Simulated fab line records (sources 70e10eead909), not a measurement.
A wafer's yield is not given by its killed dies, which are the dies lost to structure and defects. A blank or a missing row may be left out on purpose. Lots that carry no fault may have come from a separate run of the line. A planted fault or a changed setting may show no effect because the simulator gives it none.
Which of the tools did it? ; flow nand harc ; Sampling: 11 lots, 33 wafers, 6 of 1302 route steps

WHAT THE GAUGES SHOWED, per wafer
NHARC_A_SGD_CUT_OVL_MEAS_10. Usual: overlay x nm -0.1 nm, standard deviation 0.82; overlay y nm 0.0 nm, standard deviation 0.91.
lot;measured;on;overlay x nm (nm);overlay y nm (nm);flag
L183;day 19 12:35;overlay-01;-0.7 -0.9 -0.7;0.2 -0.6 -0.6;
L182;day 19 12:44;overlay-02;0.0 -0.2 0.0;-1.4 -1.1 -1.6;
L186;day 21 16:32;overlay-01;-0.7 -0.5 -0.3;-0.4 0.1 0.2;
L189;day 22 00:11;overlay-01;0.3 0.5 -0.3;2.5 1.8 2.3;
L188;day 22 02:30;overlay-01;0.6 0.6 0.0;0.4 1.0 0.6;
L190;day 22 16:28;overlay-02;1.0 1.0 0.8;-0.1 -0.4 -0.1;
L191;day 23 09:02;overlay-01;-1.4 -0.8 -0.8;0.8 0.6 0.5;
L199;day 26 09:46;overlay-02;-1.1 -0.7 -0.6;1.6 1.7 1.0;
L201;day 27 01:59;overlay-01;0.0 -0.2 -0.1;0.0 -0.2 -0.2;
L203;day 28 09:11;overlay-02;0.1 0.0 -0.1;0.4 0.0 -0.4;
L205;day 29 01:19;overlay-02;-0.7 -1.8 -1.1;0.6 0.8 0.6;

NHARC_A_SGD_CUT_THK_MEAS_22: measures by ellipsometry. Usual: thk nm at 147.7 nm, with a standard deviation of 1.8.
lot;measured;on;thk nm (nm);flag
L183;day 19 18:49;film metro-02;146.0 147.2 147.6;
L182;day 19 18:50;film metro-02;146.0 146.3 146.7;
L186;day 21 22:50;film metro-02;149.8 146.3 148.2;
L189;day 22 04:58;film metro-01;145.4 149.5 147.1;
L188;day 22 10:15;film metro-01;148.3 148.3 145.6;
L190;day 22 23:55;film metro-02;146.3 148.9 145.6;
L191;day 23 15:08;film metro-01;146.9 149.7 117.5;OFF
L199;day 26 16:01;film metro-01;145.2 148.9 148.0;
L201;day 27 08:21;film metro-02;148.3 149.0 147.8;
L203;day 28 15:31;film metro-02;146.3 148.8 146.7;
L205;day 29 07:47;film metro-01;145.6 147.6 145.1;

WHAT TOOL EACH LOT RAN ON (gives the tool, then ch and the chambers of the sampled wafers, and finally the start)
lot;NHARC_A_STAIRCASE_DEP_471;NHARC_A_SGD_CUT_ETCH_58;NHARC_A_SGD_CUT_DEP_20;NHARC_A_SGD_CUT_CMP_21
L183;pecvd-03 ch 1,2, day 19 11:03;rie diel-04 ch 1,3, day 19 12:46;fcvd-01 ch 0,1, day 19 13:52;cmp-04 ch 0,1,2, day 19 18:36
L182;pecvd-04 ch 1,2, day 19 11:09;rie diel-10 ch 0,1, day 19 12:56;fcvd-02 ch 0,1, day 19 13:59;cmp-01 ch 1,2, day 19 18:35
L186;pecvd-03 ch 0,1, day 21 15:10;rie diel-09 ch 0,2, day 21 16:44;fcvd-02 ch 1, day 21 17:49;cmp-04 ch 0,1, day 21 22:35
L189;pecvd-04 ch 0,2, day 21 22:46;rie diel-04 ch 1,2,3, day 22 00:22;fcvd-01 ch 0,1, day 22 01:26;cmp-04 ch 1,3, day 22 04:44
L188;pecvd-04 ch 1,2, day 22 01:02;rie diel-04 ch 0,1,3, day 22 02:41;fcvd-02 ch 0,1, day 22 03:46;cmp-04 ch 0,1,2, day 22 10:00
L190;pecvd-04 ch 0,1,2, day 22 14:52;rie diel-04 ch 0,3, day 22 16:38;fcvd-02 ch 0,1, day 22 17:42;cmp-01 ch 1,3, day 22 23:39
L191;pecvd-01 ch 0,1, day 23 07:40;rie diel-10 ch 1,2,3, day 23 09:13;fcvd-02 ch 0,1, day 23 10:14;cmp-04 ch 0,2,3, day 23 14:53
L199;pecvd-03 ch 0,2, day 26 08:23;rie diel-04 ch 0,2,3, day 26 09:58;fcvd-01 ch 0,1, day 26 11:10;cmp-04 ch 0,2,3, day 26 15:50
L201;pecvd-03 ch 1,2, day 27 00:32;rie diel-10 ch 0,1, day 27 02:10;fcvd-01 ch 0,1, day 27 03:16;cmp-04 ch 0,1,3, day 27 08:08
L203;pecvd-04 ch 0,1,2, day 28 07:44;rie diel-09 ch 0,1,3, day 28 09:23;fcvd-02 ch 0,1, day 28 10:28;cmp-04 ch 2,3, day 28 15:16
L205;pecvd-01 ch 0,2, day 28 23:51;rie diel-04 ch 1,3, day 29 01:30;fcvd-01 ch 0,1, day 29 02:35;cmp-02 ch 0,1, day 29 07:32
- NHARC_A_STAIRCASE_DEP_471: deposits SiO2, target thk 100 nm.
- NHARC_A_SGD_CUT_ETCH_58: etches the open film in CF4, target depth 39 nm, time 65 s.
- NHARC_A_SGD_CUT_DEP_20: deposits SiO2, target thk 150 nm.
- NHARC_A_SGD_CUT_CMP_21: polishes, target thk 148.19 nm.

WHAT THE TOOLS THEMSELVES READ (means of the sampled wafers that have a number; where no wafer has one, the mark that the record gives instead)
NHARC_A_STAIRCASE_DEP_471. Usual: flow sccm 2650 sccm, standard deviation 7.4; heater power outer w 312 W, standard deviation 51; heater power w 601 W, standard deviation 80; throttle valve pct 16.0 %, standard deviation 0.64.
lot;tool;flow sccm (sccm);heater power outer w (W);heater power w (W);throttle valve pct (%);flag
L183;pecvd-03;2653;308;589;15.8;
L182;pecvd-04;2648;333;659;16.5;
L186;pecvd-03;2646;363;624;16.2;
L189;pecvd-04;2645;320;627;16.2;
L188;pecvd-04;2651;320;629;15.8;
L190;pecvd-04;2650;342;670;16.0;
L191;pecvd-01;2652;246;497;16.6;
L199;pecvd-03;2645;307;533;15.4;
L201;pecvd-03;2654;287;555;15.2;
L203;pecvd-04;2649;324;628;16.0;
L205;pecvd-01;2643;325;619;16.4;

NHARC_A_SGD_CUT_ETCH_58. Usual: for bias w, 100.0 W with a standard deviation of 0.3; for drypump motor current A, 5.5 A with a standard deviation of 0.41; for mfc ar sccm, 0.007 sccm with a standard deviation of 0.011; for oes product au, 0.997 a.u. with a standard deviation of 0.014; for rf vpp V, 151.3 V with a standard deviation of 1.2; for showerhead plenum p Torr, 1.76 Torr with a standard deviation of 0.064; for throttle valve pct, 13.285 % with a standard deviation of 0.0096.
lot;tool;bias w (W);drypump motor current A (A);mfc ar sccm (sccm);oes product au (a.u.);rf vpp V (V);showerhead plenum p Torr (Torr);throttle valve pct (%);flag
L183;rie diel-04;100.1;5.5;0.005;0.996;150.8;1.77;13.277;
L182;rie diel-10;100.0;5.6;0.013;1.000;150.7;1.74;13.292;
L186;rie diel-09;99.7;5.4;0.007;0.989;150.5;1.67;13.290;
L189;rie diel-04;99.9;5.4;0.005;0.994;150.9;1.76;13.289;
L188;rie diel-04;100.2;5.6;0.003;1.005;152.1;1.75;13.288;
L190;rie diel-04;100.0;5.6;0.001;0.994;151.3;1.74;13.294;
L191;rie diel-10;100.0;5.8;0.007;0.983;150.4;1.78;13.293;
L199;rie diel-04;100.3;5.5;0.003;1.010;151.3;1.75;13.281;
L201;rie diel-10;100.1;5.4;0.007;0.997;151.0;1.74;13.280;
L203;rie diel-09;100.1;5.5;0.017;0.996;151.3;1.78;13.282;
L205;rie diel-04;99.9;5.5;0.005;1.025;151.6;1.77;13.277;

NHARC_A_SGD_CUT_CMP_21. Usual: motor current A 12.5 A, standard deviation 1; time to endpoint s 50 s, standard deviation 4.3.
lot;tool;motor current A (A);time to endpoint s (s);flag
L183;cmp-04;13.0;47;
L182;cmp-01;12.1;47;
L186;cmp-04;12.8;53;
L189;cmp-04;12.7;49;
L188;cmp-04;13.5;49;
L190;cmp-01;12.2;47;
L191;cmp-04;13.0;45;
L199;cmp-04;12.6;48;
L201;cmp-04;12.6;51;
L203;cmp-04;13.0;48;
L205;cmp-02;13.6;50;

THE ANSWER, worked out from the rows above alone
Rule: lot off if the mean of its wafers having a number is beyond 3 standard deviations from the usual mean. Also off: a lot with no number at a reading for which 4 or more lots have one. Any other lot the step has rows for is counted as sound. After the gauges, taken in route order, come the tools' own readings; for these a lot's mean is taken, as printed above. At the first step where some lot is off, the reading lying furthest off is the one used; lots without a number count as furthest.
Off at NHARC_A_SGD_CUT_THK_MEAS_22 (thk nm): L191.
If a tool, at a process step before that reading, ran all the lots that are off and no sound lot after the first of them, it fits. Those tools and the gauges at NHARC_A_SGD_CUT_THK_MEAS_22 are tried in the same way. None of those tried fits.

WHAT THE SIMULATOR HAD INSERTED
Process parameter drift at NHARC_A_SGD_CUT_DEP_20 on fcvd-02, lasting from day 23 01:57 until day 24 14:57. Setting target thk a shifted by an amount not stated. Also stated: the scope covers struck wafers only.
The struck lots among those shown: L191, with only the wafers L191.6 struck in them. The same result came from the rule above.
